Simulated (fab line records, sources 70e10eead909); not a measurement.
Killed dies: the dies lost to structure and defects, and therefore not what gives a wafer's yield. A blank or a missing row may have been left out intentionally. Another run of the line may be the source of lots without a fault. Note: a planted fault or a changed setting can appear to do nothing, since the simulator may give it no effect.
fab line records	flow nand_harc
record: lots: 6	wafers: 18	last_day: 32
route steps=1302 shown A_STAIRCASE@691 END@1302
lots that met no fault: from a run of the same line without faults
start_h: start of the lot's first displayed wafer, in hours after the record's first day	wait_h: how many hours have passed since the lot's step before this one	" the same as in the row above	L1.1+2: a row that stands for several wafers	- either no value or no given start	* or withheld: withheld	< > ~ a bound
route shown NAME@n: NAME is a module with steps in the file, n the number in the route of the first one	usual: mean/standard deviation taken from wafers without a fault	same: alike in all rows	chamber/n: place in a boat	sites: the reading at each site	_std_site: standard deviation of those values	_edge_site: outer sites' mean less inner sites'	radius_mm: for every site, how far away it sits from the centre of the wafer	mask NAME#n: copy n	behind: the tool/chamber that last shaped the wafer	hold: why the lot was held/for how many hours/how that ended	device: the n, p or np transistor that did not switch	end of line: at the end of the route, the tests of the same wafers	for a step that has no rows: nothing shown but its recipe	killed: dies that structure and defects cost at the first sort, which is not the same as the wafer's yield	map: per-die view of a wafer (x killed, . not killed, _ where there is no die)
set.NAME: the setting that was run; set.NAME@STEP: the one run at that earlier step	model.NAME: the simulator's own value behind a step, which no gauge read
certain route steps with their lots: each step a table, each wafer a row
services: the hour from which a tool's chamber was out of use, counted from the record's first day as start_h (under 0 if before that day), plus the number of hours and why
== steps ==
step: NHARC_A_STAIRCASE_HMDS_177
recipe: time_s: 30
step: NHARC_A_STAIRCASE_COAT_178
recipe: spin_rpm: 1200
step: NHARC_A_STAIRCASE_SOFTBAKE_179
recipe: temp_c: 135	time_s: 170
step: NHARC_A_STAIRCASE_EBR_180
step: NHARC_A_STAIRCASE_EXPOSE_181
recipe: na: 0.5	dose_mj: 27.87	mask_id: STAIR_2
step: NHARC_A_STAIRCASE_PEB_182
recipe: peb_temp_c: 115	peb_time_s: 130
step: NHARC_A_STAIRCASE_DEVELOP_183
recipe: time_s: 140
step: NHARC_A_STAIRCASE_HARDBAKE_185
recipe: temp_c: 120	time_s: 140
step: NHARC_A_STAIRCASE_DESCUM_186
recipe: time_s: 3	o2_flow_sccm: 200	ar_flow_sccm: 0	bias_power_w: 0	chemistry: O2
usual: drypump_motor_current_A: 5.7/0.36	oes_product_au: 0.999/0.011	rf_vpp_V: 57.9/0.9	showerhead_plenum_p_Torr: 1.93/0.089	throttle_valve_pct: 11.311/0.0089
same: bias_power_w: 0
lot.wafer	tool	chamber	start_h	wait_h	drypump_motor_current_A	oes_product_au	rf_hours_counter_h	rf_vpp_V	showerhead_plenum_p_Torr	throttle_valve_pct
L944.3	rie_diel-07	0	370.81	-	5.0	1.009	27	57.4	1.83	11.314
L944.5	"	0	"	"	5.0	1.008	-	56.3	1.83	11.303
L944.6	"	1	"	"	5.3	1.016	-	58.5	2.05	11.292
L949.3	rie_diel-01	3	426.52	-	6.2	0.990	14	56.7	1.81	11.306
L949.2	"	1	"	"	5.6	0.990	11	57.8	1.94	11.309
L949.1	"	2	"	"	6.0	1.000	14	57.4	1.91	11.321
L957.3	rie_diel-07	1	491.14	-	5.3	1.006	2	58.5	2.04	11.322
L957.5	"	3	"	"	5.8	0.995	-	57.1	1.87	11.324
L957.6	"	0	"	"	5.0	1.018	-	57.9	1.82	11.311
L958.2	rie_diel-07	2	521.25	-	5.5	1.002	11	57.5	1.86	11.293
L958.6	"	2	"	"	5.5	1.004	-	57.4	1.86	11.315
L958.5	"	3	"	"	5.8	0.992	-	56.4	1.86	11.306
L962.2	rie_diel-07	0	542.20	-	5.0	1.007	15	57.8	1.82	11.307
L962.6	"	2	"	"	5.5	0.988	-	58.2	1.86	11.322
L962.5	"	3	"	"	5.7	0.981	-	57.1	1.86	11.316
L964.3	rie_diel-07	3	567.59	-	5.8	0.990	29	58.8	1.86	11.313
L964.1	"	0	"	"	5.0	1.021	25	57.3	1.81	11.321
L964.5	"	1	"	"	5.3	0.990	-	58.7	2.03	11.316
step: NHARC_A_STAIRCASE_TRIM_187
recipe: time_s: 211.2	o2_flow_sccm: 500	ar_flow_sccm: 0	bias_w: 0	chemistry: O2
usual: chamber_pressure_mTorr: 60.00/0.061	drypump_motor_current_A: 5.6/0.36	oes_product_au: 1.000/0.0092	rf_vpp_V: 58.0/1	showerhead_plenum_p_Torr: 3.56/0.16	throttle_valve_pct: 17.038/0.0092
same: bias_w: 0
lot.wafer	tool	chamber	start_h	wait_h	chamber_pressure_mTorr	drypump_motor_current_A	oes_product_au	rf_hours_counter_h	rf_vpp_V	showerhead_plenum_p_Torr	throttle_valve_pct
L944.3	rie_diel-07	0	370.92	0.1	59.98	5.0	1.007	27	56.9	3.38	17.028
L944.6	"	3	"	"	60.05	5.8	0.992	-	57.9	3.47	17.051
L944.5	"	1	"	"	60.05	5.3	1.002	-	59.0	3.76	17.027
L949.1	rie_diel-01	3	426.61	0.1	59.97	6.3	1.003	14	56.8	3.36	17.042
L949.3	"	1	"	"	59.92	5.6	1.000	11	58.6	3.57	17.044
L949.2	"	2	"	"	59.99	6.0	0.996	14	57.3	3.52	17.018
L957.3	rie_diel-07	3	491.23	0.1	59.99	5.8	0.996	2	56.7	3.45	17.022
L957.6	"	1	"	"	59.95	5.3	1.007	-	56.8	3.74	17.052
L957.5	"	2	"	"	60.00	5.5	0.998	-	58.4	3.44	17.040
L958.2	rie_diel-07	1	521.33	0.1	60.02	5.4	1.013	8	59.9	3.74	17.035
L958.5	"	1	"	"	59.97	5.3	1.009	-	58.6	3.74	17.030
L958.6	"	2	"	"	60.02	5.5	1.000	-	59.6	3.44	17.024
L962.2	rie_diel-07	3	542.61	0.4	59.90	5.8	0.989	19	58.3	3.44	17.038
L962.5	"	3	"	"	60.02	5.8	0.987	-	57.0	3.44	17.047
L962.6	"	0	"	"	59.99	5.1	1.005	-	57.7	3.36	17.035
L964.1	rie_diel-07	0	567.70	0.1	59.94	5.0	1.013	25	56.9	3.35	17.056
L964.3	"	1	"	"	59.96	5.3	0.996	27	58.7	3.73	17.026
L964.5	"	0	"	"	60.02	5.0	1.013	-	57.6	3.35	17.036
step: NHARC_A_STAIRCASE_ETCH_188
recipe: target_depth_a: 1000	time_s: 40.5	ion_energy_ev: 400	c4f8_flow_sccm: 20	o2_flow_sccm: 10	ar_flow_sccm: withheld	rf_w: 600	bias_w: 1000	chemistry: C4F8/O2
usual: bias_w: 1000.5/2.5	oes_product_au: 0.942/0.014	rf_vpp_V: 897/5.6
lot.wafer	tool	chamber	start_h	wait_h	bias_w	oes_product_au	rf_hours_counter_h	rf_vpp_V
L944.3	rie_diel-07	0	-	-	999.9	0.947	27	890
L944.5	"	3	"	"	999.9	0.938	-	895
L944.6	"	1	"	"	998.5	0.945	-	905
L949.3	rie_diel-01	2	-	-	1000.4	0.956	14	897
L949.1	"	3	"	"	1000.1	0.954	14	889
L949.2	"	0	"	"	999.1	0.934	10	891
L957.3	rie_diel-07	3	-	-	1002.2	0.933	2	894
L957.5	"	1	"	"	1003.9	0.958	-	905
L957.6	"	2	"	"	999.7	0.944	-	894
L958.2	rie_diel-07	1	-	-	1001.8	0.946	9	904
L958.5	"	3	"	"	1003.2	0.933	-	894
L958.6	"	0	"	"	997.2	0.967	-	889
L962.2	rie_diel-07	1	-	-	1000.8	0.919	17	905
L962.6	"	1	"	"	1000.2	0.934	-	903
L962.5	"	2	"	"	1001.1	0.918	-	892
L964.3	rie_diel-07	3	-	-	997.4	0.931	29	895
L964.1	"	0	"	"	1005.0	0.948	25	889
L964.5	"	0	"	"	1000.9	0.958	-	889
step: NHARC_A_STAIRCASE_TRIM_189
recipe: time_s: 211.2	o2_flow_sccm: 500	ar_flow_sccm: 0	bias_w: 0	chemistry: O2
usual: bias_w: 0/0	chamber_pressure_mTorr: 60.01/0.055	drypump_motor_current_A: 5.6/0.36	oes_product_au: 1.000/0.0095	rf_vpp_V: 57.8/0.88	showerhead_plenum_p_Torr: 3.57/0.16	throttle_valve_pct: 17.037/0.0087
lot.wafer	tool	chamber	start_h	wait_h	bias_w	chamber_pressure_mTorr	drypump_motor_current_A	oes_product_au	rf_hours_counter_h	rf_vpp_V	showerhead_plenum_p_Torr	throttle_valve_pct
L944.3	rie_diel-07	0	371.21	-	0	60.12	5.0	1.009	27	57.3	3.38	17.034
L944.6	"	3	"	"	0	60.03	5.8	0.995	-	58.3	3.47	17.031
L944.5	"	0	"	"	0	60.00	5.0	1.004	-	57.5	3.38	17.037
L949.1	rie_diel-01	0	426.84	-	0	59.99	5.3	1.011	10	57.5	3.41	17.040
L949.3	"	1	"	"	0	59.94	5.7	0.999	11	57.8	3.57	17.042
L949.2	"	2	"	"	0	59.97	5.9	1.010	14	58.1	3.52	17.044
L957.3	rie_diel-07	2	491.45	-	-	-	-	-	-	-	-	-
L957.5	"	1	"	"	-	-	-	-	-	-	-	-
L957.6	"	2	"	"	-	-	-	-	-	-	-	-
L958.2	rie_diel-07	0	521.58	-	-	-	-	-	-	-	-	-
L958.6	"	3	"	"	-	-	-	-	-	-	-	-
L958.5	"	0	"	"	-	-	-	-	-	-	-	-
L962.2	rie_diel-07	3	543.50	-	0	60.02	5.8	0.990	20	59.3	3.44	17.029
L962.6	"	1	"	"	0	60.01	5.3	0.999	-	59.6	3.74	17.045
L962.5	"	2	"	"	0	60.09	5.5	0.993	-	56.8	3.43	17.047
L964.1	rie_diel-07	1	567.95	-	0	60.11	5.3	0.999	27	58.5	3.73	17.041
L964.3	"	0	"	"	0	60.10	5.0	1.010	26	59.0	3.35	17.039
L964.5	"	0	"	"	0	59.84	5.0	1.005	-	57.7	3.35	17.043
step: NHARC_A_STAIRCASE_ETCH_190
recipe: target_depth_a: 1000	time_s: 40.5	ion_energy_ev: 400	c4f8_flow_sccm: 20	o2_flow_sccm: 10	ar_flow_sccm: withheld	rf_w: 600	bias_w: 1000	chemistry: C4F8/O2
usual: bias_w: 1000/3.3	oes_product_au: 0.943/0.012	rf_vpp_V: 897/5.7
lot.wafer	tool	chamber	start_h	wait_h	bias_w	oes_product_au	rf_hours_counter_h	rf_vpp_V
L944.3	rie_diel-07	0	-	-	1000	0.947	27	892
L944.5	"	0	"	"	1002	0.943	-	891
L944.6	"	3	"	"	1003	0.945	-	893
L949.2	rie_diel-01	1	-	-	1004	0.949	11	898
L949.1	"	2	"	"	1000	0.954	14	895
L949.3	"	0	"	"	997	0.939	10	891
L957.3	rie_diel-07	2	-	-	998	0.943	2	893
L957.6	"	3	"	"	1003	0.942	-	894
L957.5	"	0	"	"	999	0.961	-	890
L958.2	rie_diel-07	1	-	-	1002	0.946	9	905
L958.5	"	1	"	"	1002	0.953	-	903
L958.6	"	2	"	"	1002	0.934	-	891
L962.2	rie_diel-07	1	-	-	1006	0.942	17	903
L962.6	"	2	"	"	999	0.944	-	892
L962.5	"	3	"	"	1004	0.934	-	893
L964.3	rie_diel-07	3	-	-	998	0.930	29	892
L964.1	"	0	"	"	997	0.953	26	889
L964.5	"	3	"	"	1000	0.926	-	893
step: NHARC_END_SORT_01
recipe: temp_c: 25
usual: killed_at_array: 55/15	killed_at_other: 1.0/1.2	killed_at_periphery: 3.4/2.2	killed_dies: 59/15	killed_open: 3.2/2	killed_short: 2.5/1.7
same: gross_dies: 677
lot.wafer	tool	chamber	start_h	wait_h	killed_at_array	killed_at_other	killed_at_periphery	killed_dies	killed_open	killed_short
L957.3	prober-02	0	698.01	3.1	674	0	3	677	7	3
L957.5	prober-02	0	699.64	3.7	670	1	6	677	4	3
L957.6	prober-02	0	700.45	4.1	676	0	1	677	5	1
L958.2	prober-02	0	722.28	5.1	670	3	4	677	4	1
L958.5	prober-02	0	724.68	6.0	667	2	8	677	8	3
L958.6	prober-02	0	725.48	6.3	672	2	3	677	4	1
killed by level:class
L957.3 A_STAIRCASE:area_trim=629 A_CHANNEL_HOLE_D1:chamber_film_flake=31 A_ONON_D1:geometric_particle:open=3 P_GATE:chamber_film_flake=2 A_CHANNEL_HOLE_D2:chamber_film_flake=2 A_STAIRCASE:chamber_film_flake=2 P_M0:geometric_particle:short=1 A_SOURCE_PLATE:geometric_particle:open=1
L957.5 A_STAIRCASE:area_trim=624 A_CHANNEL_HOLE_D1:chamber_film_flake=30 A_CHANNEL_HOLE_D2:chamber_film_flake=4 P_GATE:chamber_film_flake=3 A_CONTACT:chamber_film_flake=3 P_GATE:geometric_particle:open=2 A_ZERO_WELL:chamber_film_flake=2 A_CHANNEL_FILL_D2:chamber_film_flake=2
L957.6 A_STAIRCASE:area_trim=622 A_CHANNEL_HOLE_D1:chamber_film_flake=36 A_STAIRCASE:chamber_film_flake=3 A_WL_FILL:geometric_particle:open=2 A_ZERO_WELL:chamber_film_flake=2 A_CHANNEL_FILL_D2:chamber_film_flake=2 A_CONTACT:chamber_film_flake=2 A_M1:chamber_film_flake=2
L958.2 A_STAIRCASE:area_trim=627 A_SLIT:chamber_film_flake=28 A_CHANNEL_HOLE_D1:chamber_film_flake=6 P_CONTACT:chamber_film_flake=3 THIN_TSV:chamber_film_flake=3 A_CONTACT:chamber_film_flake=2 P_GATE:geometric_particle:open=1 A_CHANNEL_HOLE_D1:geometric_particle:open=1
L958.5 A_STAIRCASE:area_trim=607 A_SLIT:chamber_film_flake=33 A_CHANNEL_HOLE_D1:chamber_film_flake=7 P_CONTACT:chamber_film_flake=6 A_CONTACT:chamber_film_flake=6 A_DECK1_JOINT:geometric_particle:open=3 A_CHANNEL_FILL_D1:chamber_film_flake=3 THIN_TSV:chamber_film_flake=2
L958.6 A_STAIRCASE:area_trim=614 A_SLIT:chamber_film_flake=36 A_CHANNEL_HOLE_D1:chamber_film_flake=10 A_CONTACT:chamber_film_flake=4 P_CONTACT:chamber_film_flake=3 A_WL_FILL:geometric_particle:open=2 THIN_TSV:chamber_film_flake=2 A_CHANNEL_HOLE_D1:geometric_particle:short=1
map L957.3 (x killed, . not)
____________x____________
_________xxxxxxx_________
_______xxxxxxxxxxx_______
______xxxxxxxxxxxxx______
_____xxxxxxxxxxxxxxx_____
____xxxxxxxxxxxxxxxxx____
____xxxxxxxxxxxxxxxxx____
___xxxxxxxxxxxxxxxxxxx___
___xxxxxxxxxxxxxxxxxxx___
__xxxxxxxxxxxxxxxxxxxxx__
__xxxxxxxxxxxxxxxxxxxxx__
_xxxxxxxxxxxxxxxxxxxxxxx_
_xxxxxxxxxxxxxxxxxxxxxxx_
_xxxxxxxxxxxxxxxxxxxxxxx_
_xxxxxxxxxxxxxxxxxxxxxxx_
_xxxxxxxxxxxxxxxxxxxxxxx_
xxxxxxxxxxxxxxxxxxxxxxxxx
xxxxxxxxxxxxxxxxxxxxxxxxx
xxxxxxxxxxxxxxxxxxxxxxxxx
xxxxxxxxxxxxxxxxxxxxxxxxx
xxxxxxxxxxxxxxxxxxxxxxxxx
_xxxxxxxxxxxxxxxxxxxxxxx_
_xxxxxxxxxxxxxxxxxxxxxxx_
_xxxxxxxxxxxxxxxxxxxxxxx_
_xxxxxxxxxxxxxxxxxxxxxxx_
_xxxxxxxxxxxxxxxxxxxxxxx_
__xxxxxxxxxxxxxxxxxxxxx__
__xxxxxxxxxxxxxxxxxxxxx__
___xxxxxxxxxxxxxxxxxxx___
___xxxxxxxxxxxxxxxxxxx___
____xxxxxxxxxxxxxxxxx____
____xxxxxxxxxxxxxxxxx____
_____xxxxxxxxxxxxxxx_____
______xxxxxxxxxxxxx______
_______xxxxxxxxxxx_______
_________xxxxxxx_________
____________x____________
map L958.2 (x killed, . not)
____________x____________
_________xxxxxxx_________
_______xxxxxxxxxxx_______
______xxxxxxxxxxxxx______
_____xxxxxxxxxxxxxxx_____
____xxxxxxxxxxxxxxxxx____
____xxxxxxxxxxxxxxxxx____
___xxxxxxxxxxxxxxxxxxx___
___xxxxxxxxxxxxxxxxxxx___
__xxxxxxxxxxxxxxxxxxxxx__
__xxxxxxxxxxxxxxxxxxxxx__
_xxxxxxxxxxxxxxxxxxxxxxx_
_xxxxxxxxxxxxxxxxxxxxxxx_
_xxxxxxxxxxxxxxxxxxxxxxx_
_xxxxxxxxxxxxxxxxxxxxxxx_
_xxxxxxxxxxxxxxxxxxxxxxx_
xxxxxxxxxxxxxxxxxxxxxxxxx
xxxxxxxxxxxxxxxxxxxxxxxxx
xxxxxxxxxxxxxxxxxxxxxxxxx
xxxxxxxxxxxxxxxxxxxxxxxxx
xxxxxxxxxxxxxxxxxxxxxxxxx
_xxxxxxxxxxxxxxxxxxxxxxx_
_xxxxxxxxxxxxxxxxxxxxxxx_
_xxxxxxxxxxxxxxxxxxxxxxx_
_xxxxxxxxxxxxxxxxxxxxxxx_
_xxxxxxxxxxxxxxxxxxxxxxx_
__xxxxxxxxxxxxxxxxxxxxx__
__xxxxxxxxxxxxxxxxxxxxx__
___xxxxxxxxxxxxxxxxxxx___
___xxxxxxxxxxxxxxxxxxx___
____xxxxxxxxxxxxxxxxx____
____xxxxxxxxxxxxxxxxx____
_____xxxxxxxxxxxxxxx_____
______xxxxxxxxxxxxx______
_______xxxxxxxxxxx_______
_________xxxxxxx_________
____________x____________
== services ==
tool	chamber	start_h	hours	kind
rie_diel-01	0	349.82	14.4	repair
rie_diel-07	0	355.51	-	clean
rie_diel-07	1	355.51	-	clean
rie_diel-07	2	355.51	-	clean
rie_diel-07	3	355.51	-	clean
rie_diel-07	2	364.79	12.7	repair
rie_diel-07	0	380.01	-	clean
rie_diel-07	1	380.01	-	clean
rie_diel-07	2	380.01	-	clean
rie_diel-07	3	380.01	-	clean
rie_diel-01	-	383.18	9.0	pm
rie_diel-01	0	397.08	3.2	repair
rie_diel-07	0	404.51	-	clean
rie_diel-07	1	404.51	-	clean
rie_diel-07	2	404.51	-	clean
rie_diel-07	3	404.51	-	clean
rie_diel-07	2	418.06	6.2	repair
rie_diel-07	0	429.01	-	clean
rie_diel-07	1	429.01	-	clean
rie_diel-07	1	455.72	4.9	repair
rie_diel-07	-	473.83	9.0	pm
rie_diel-07	0	521.78	16.0	repair
rie_diel-07	2	548.44	31.2	repair
rie_diel-01	-	560.43	9.0	pm
== key ==
first_sign: step: NHARC_A_STAIRCASE_TRIM_189	reading: tool_record	direction: missing
effect: step: NHARC_END_SORT_01	reading: killed_dies	direction: up	sigmas: 42	usual: 59	struck: 677
more_kills_born_at: NHARC_A_STAIRCASE_TRIM_189@rie_diel-07: 3722
met_at NHARC_A_STAIRCASE_TRIM_189
struck_wafers L957.3,L957.5,L957.6,L958.2,L958.5,L958.6
later_rows_left_out L957.3,L957.5,L957.6,L958.2,L958.5,L958.6
tester_left_out L957,L958
onset_between 371.21 491.45
fault: kind: skipped_step_whole	tool: rie_diel-07	chamber: -	onset_h: 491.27	steps: NHARC_A_STAIRCASE_TRIM_189	scope: struck_lots_only
tester_left_out: of these lots the tester's yield and bins aren't shown, on N5 and GAA mostly nor the transistor test; their killed dies are dies lost to structure and defects alone, not to doping, threshold or leakage, so they don't give the yield
later_rows_left_out: the simulator's readings of these wafers behind a module that went badly wrong aren't trusted and aren't shown, but for the sort
